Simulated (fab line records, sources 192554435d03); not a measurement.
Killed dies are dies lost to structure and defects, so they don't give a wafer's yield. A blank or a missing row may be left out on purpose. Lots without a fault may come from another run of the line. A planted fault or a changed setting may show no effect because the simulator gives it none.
Chamber matching | flow n5_finfet | N5_BEOL_M10_ETCH_61 on rie_diel-05: 4 sister chambers
The step etches SiARC in CF4, target depth 39 nm, time 65 s. 22 wafers are shown with their chamber, then 11 later ones without.

WAFERS WITH THEIR CHAMBER
wafer  | chamber | drypump_motor_current_A (A) | throttle_valve_pct (%) | showerhead_plenum_p_Torr (Torr)
L074.1 | 2       | 5.4                         | 15.46                  | 2.10
L074.2 | 0       | 6.2                         | 15.27                  | 2.25
L074.3 | 3       | 5.9                         | 15.39                  | 2.19
L074.4 | 1       | 5.9                         | 16.04                  | 2.22
L074.5 | 0       | 6.2                         | 15.27                  | 2.25
L074.6 | 1       | 5.8                         | 16.03                  | 2.22
L075.1 | 2       | 5.4                         | 15.47                  | 2.10
L075.4 | 2       | 5.4                         | 15.48                  | 2.10
L075.6 | 1       | 5.8                         | 16.03                  | 2.22
L076.2 | 1       | 5.8                         | 16.04                  | 2.22
L076.5 | 2       | 5.4                         | 15.45                  | 2.10
L076.6 | 1       | 5.8                         | 16.04                  | 2.22
L081.1 | 0       | 6.2                         | 15.30                  | 2.25
L081.5 | 1       | 5.8                         | 16.06                  | 2.21
L081.6 | 0       | 6.2                         | 15.30                  | 2.25
L082.1 | 0       | 6.2                         | 15.28                  | 2.25
L082.5 | 0       | 6.2                         | 15.30                  | 2.25
L082.6 | 1       | 5.8                         | 16.07                  | 2.21
L085.1 | 3       | 5.9                         | 15.40                  | 2.18
L085.3 | 1       | 5.9                         | 16.08                  | 2.21
L085.4 | 0       | 6.2                         | 15.31                  | 2.25
L088.1 | 0       | 6.2                         | 15.33                  | 2.24

SIGNATURES (means of the wafers above)
reading                  | chamber 0 | chamber 1 | chamber 2 | chamber 3 | scatter within a chamber
drypump_motor_current_A  | 6.200     | 5.825     | 5.400     | 5.900     | 0.0289
throttle_valve_pct       | 15.2950   | 16.0487   | 15.4650   | 15.3950   | 0.0183
showerhead_plenum_p_Torr | 2.2488    | 2.2163    | 2.1000    | 2.1850    | 0.00425
Rule: a wafer's distance from a chamber is the root of the sum, over the readings, of the square of ((its reading less the chamber's mean) divided by the reading's scatter). The wafer belongs to the nearest chamber; if the next one is less than 2 further off, it can't be placed. The scatter: the root of (the sum of the squares of (reading less its chamber's mean) over the shown wafers, divided by (wafers less chambers)).

WAFERS WITHOUT THEIR CHAMBER
wafer  | drypump_motor_current_A (A) | throttle_valve_pct (%) | showerhead_plenum_p_Torr (Torr)
L088.2 | 5.8                         | 16.09                  | 2.21
L088.5 | 6.2                         | 15.32                  | 2.24
L089.1 | 6.2                         | 15.35                  | 2.24
L089.4 | 5.4                         | 15.52                  | 2.09
L089.6 | 5.8                         | 14.99                  | 2.18
L096.1 | 6.2                         | 15.35                  | 2.24
L096.2 | 5.8                         | 16.13                  | 2.20
L096.6 | 5.8                         | 15.02                  | 2.18
L097.1 | 5.4                         | 15.54                  | 2.08
L097.3 | 5.8                         | 16.14                  | 2.20
L097.5 | 5.4                         | 15.55                  | 2.08

WHICH CHAMBER EACH WENT THROUGH
wafer  | from the rows above | in truth
L088.2 | 1                   | 1
L088.5 | 0                   | 0
L089.1 | 0                   | 0
L089.4 | 2                   | 2
L089.6 | 3                   | 3
L096.1 | 0                   | 0
L096.2 | 1                   | 1
L096.6 | 3                   | 3
L097.1 | 2                   | 2
L097.3 | 1                   | 1
L097.5 | 2                   | 2
Placed correctly: 11 of 11. Can't be placed from these rows: 0. Placed wrongly: 0.
